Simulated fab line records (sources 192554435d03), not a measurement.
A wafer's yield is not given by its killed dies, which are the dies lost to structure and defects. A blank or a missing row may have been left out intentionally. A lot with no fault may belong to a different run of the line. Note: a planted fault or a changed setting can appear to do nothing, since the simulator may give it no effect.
Struck lot and sound lot, side by side | flow n5Finfet | 39 steps out of a route of 1938
Sound: the wafers L611.1, L611.2, L611.6. Struck: wafer L625.5. (L625.4, L625.6 of the same lot were not struck and are left out.) The cause comes at the end.
At each step with rows: each side's tool, then ch and its chambers, then its first start. Under that, the readings that differ: sound wafers | struck wafers | difference of the means | sigmas: that difference in standard deviations of wafers without a fault.
alike: readings whose means differ by less than 2 such deviations, and words and numbers that are the same on both sides. not compared: withheld readings, readings that some wafer has no value for, bounds like >300 that may hide the same value, and numbers for which the record gives no deviation and whose values overlap.
Wherever a step has rows on one side only, a row that says differs or no value, or a row with sigmas, the two part there. When numbers do not overlap yet have no deviation, they are printed without sigmas and do not part them. A reading that every wafer of one side lacks parts them only if that side has two wafers or more.

first, 8 steps without rows for these wafers: N5_MOL_CONTACT_COAG_PRE_CLEAN_121; N5_MOL_CONTACT_COAG_CVD_140 (deposits W, target thk 66.5 nm, time 215 s); N5_MOL_CONTACT_COAG_PRECLEAN_127 (cleans in DIW, time 57.5 s); N5_MOL_CONTACT_COAG_SRD_128 (dry time 32 s); N5_MOL_CONTACT_COAG_CMP_52 (polishes, stops on SiO2, t overpolish 1.5 s, target thk 66.5 nm); N5_MOL_CONTACT_COAG_ANNEAL_112 (time 1800 s); N5_BEOL_M0_SAQP_PECVD_00 (deposits SiCN from 3MS/NH3, target thk 8 nm, time 14 s); N5_BEOL_M0_SAQP_ILD_DEP_01 (deposits SiOC from DEMS/O2, target thk 45.419 nm, time 8.7 s).
N5_BEOL_M0_SAQP_HM_DEP_02: deposits TiN, target thk 12 nm.
  sound: pvdSputter-02 at day 5 11:31; struck: pvdSputter-02 at day 8 23:10
  alike: substrateTempC, susceptorTempC, throttleValvePct
then, 13 steps without rows for these wafers: N5_BEOL_M0_SAQP_PECVD_03 (deposits SiCN from 3MS/NH3, target thk 12 nm, time 21.1 s); N5_BEOL_M0_SAQP_PECVD_96 (deposits a-Si from SiH4/He, target thk 45 nm, time 45.2 s); N5_BEOL_M0_SAQP_PECVD_97 (deposits SiNx from SiH4/NH3/N2, target thk 23 nm, time 19.9 s); N5_BEOL_M0_SAQP_PECVD_04 (deposits a-Si from SiH4/He, target thk 60 nm, time 60.2 s); N5_BEOL_M0_SAQP_HM_DEP_111 (deposits SiO2 from SiH4/N2O, target thk 12 nm, time 7.2 s); N5_BEOL_M0_SAQP_COAT_81 (time 60 s, resist thk 100 nm); N5_BEOL_M0_SAQP_COAT_82 (time 60 s, resist thk 30 nm); N5_BEOL_M0_SAQP_COAT_08 (resist thk 90 nm); N5_BEOL_M0_SAQP_EBR_10; N5_BEOL_M0_SAQP_SOFTBAKE_09 (time 60 s); N5_BEOL_M0_SAQP_EXPOSE_11 (exposes mask M0 CORE, target cd 42 nm); N5_BEOL_M0_SAQP_PEB_12 (peb time 60 s); N5_BEOL_M0_SAQP_DEVELOP_13 (develop time 30 s).
N5_BEOL_M0_SAQP_INSPECT_16: inspects for defects (brightfield).
  sound: defectInspect-02 at day 5 12:29; struck: defectInspect-01 at day 9 00:04
reading        | sound       | struck | difference | sigmas
rawDefectCount | 467 438 447 | 1112   | +661       | +5
then, 12 steps without rows for these wafers: N5_BEOL_M0_SAQP_DESCUM_19 (chemistry O2, time 7.9 s); N5_BEOL_M0_SAQP_ETCH_83 (etches SiARC in CF4, target depth 39 nm, time 65 s); N5_BEOL_M0_SAQP_ETCH_84 (etches SOC in N2/H2, target depth 100 nm, overetch 20 nm, time 150 s); N5_BEOL_M0_SAQP_STRIP_80 (strips in N2/H2); N5_BEOL_M0_SAQP_HM_OPEN_112 (chemistry CHF3/O2, target SiO2, stops on a-Si, target depth 12 nm, time 13.5 s); N5_BEOL_M0_SAQP_STRIP_113 (strips in CHF3/O2); N5_BEOL_M0_SAQP_MANDREL_ETCH_20 (etches a-Si in HBr/Cl2, stops on SiNx, target depth 60 nm, bt time 10 s, time 30 s); N5_BEOL_M0_SAQP_STRIP_86 (strips in N2/H2); N5_BEOL_M0_SAQP_STRIP_115 (strips in post etch residue remover, time 60 s); N5_BEOL_M0_SAQP_SRD_93 (time 30 s); N5_BEOL_M0_SAQP_RECESS_114 (chemistry HF/NH3, target SiO2, target depth 14.4 nm, afs cycles 3, sublimation time 60 s); N5_BEOL_M0_SAQP_SPACER1_ALD_98 (deposits SiO2, target thk 12.8 nm, pulse time 1 s, purge time 2 s).
N5_BEOL_M0_SAQP_INSPECT_42: inspects for defects (brightfield).
  sound: defectInspect-01 at day 5 16:43; struck: defectInspect-01 at day 9 04:08
reading        | sound       | struck | difference | sigmas
rawDefectCount | 285 307 246 | 1003   | +724       | +10
N5_BEOL_M0_CUTY_INSPECT_59: inspects for defects (macro).
  sound: defectInspect-01 at day 5 17:59; struck: defectInspect-01 at day 9 05:32
reading        | sound | struck | difference | sigmas
rawDefectCount | 3 2 2 | >300   | differs    | 
-- record jumps: 2 days separate the struck wafers' starts on either side; left off in module BEOL_M0_CUTY, taken up again in module BEOL_M4, whose first shown step is the route's number 1111 --
N5_BEOL_M4_RC_MEAS_101:
  sound on prober-01 ch 0, day 8 08:40; struck on prober-02 ch 0, day 11 12:38
reading        | sound          | struck | difference | sigmas
DIBL_N (mV/V)  | 41.2 39.7 33.8 | 32.0   | -6.2       | -2
DIBL_P (mV/V)  | 43.8 41.6 35.1 | 31.4   | -8.8       | -3
IOFF_N (nA/um) | 0.30 0.23 0.12 | 0.08   | -0.14      | -3
IOFF_P (nA/um) | 0.33 0.27 0.17 | 0.12   | -0.14      | -3
ION_N (uA/um)  | 697 689 665    | 629    | -55        | -4
ION_P (uA/um)  | 474 470 462    | 436    | -33        | -4
SS_N (mV/dec)  | 72.9 72.9 71.1 | 69.5   | -2.8       | -4
SS_P (mV/dec)  | 75.2 74.0 72.7 | 72.2   | -1.8       | -2
VT_N (mV)      | 241 248 254    | 262    | +14        | +4
VT_P (mV)      | -247 -249 -253 | -260   | -10        | -3
-- record jumps: 4 days separate the struck wafers' starts on either side; left off in module BEOL_M4, taken up again in module PASSIVATION, whose first shown step is the route's number 1936 --
N5_PASSIVATION_PROBE_49:
  sound: prober-02 at day 12 23:52; struck: prober-02 at day 15 20:33
reading                 | sound          | struck | difference | sigmas
defectLimitedYield (%)  | 89.4 91.8 91.6 | 77.3   | -13.6      | -10
killed_at_M0_to_M3      | 47 33 45       | 182    | +140       | +15
killedAtOther           | 0 0 0          | 8      | +8         | +3
killedDies              | 125 97 99      | 268    | +161       | +9
sort_bin_4_leakage (%)  | 1.02 0 0       | 0      | +0         | -3
sort_bin_5_function (%) | 5.3 4.8 4.9    | 15.2   | +10.2      | +10
sort_bin_6_memory (%)   | 4.9 3.2 3.2    | 5.3    | +1.5       | +2
sort_bin_8_speed (%)    | 0 0 0          | 4.8    | +4.8       | +9
sortNPass               | 1043 1083 1081 | 855    | -214       | -11
sortYieldPct (%)        | 88.4 91.8 91.6 | 72.5   | -18.1      | -11
  alike: killed_at_M4_up, killedAtContacts, killedAtFrontEnd, killedOpen, killedShort

## WHERE THEY PART
Last at N5_PASSIVATION_PROBE_49 as far as this record goes, first at N5_BEOL_M0_SAQP_INSPECT_16.

WHY: what the simulator had put in
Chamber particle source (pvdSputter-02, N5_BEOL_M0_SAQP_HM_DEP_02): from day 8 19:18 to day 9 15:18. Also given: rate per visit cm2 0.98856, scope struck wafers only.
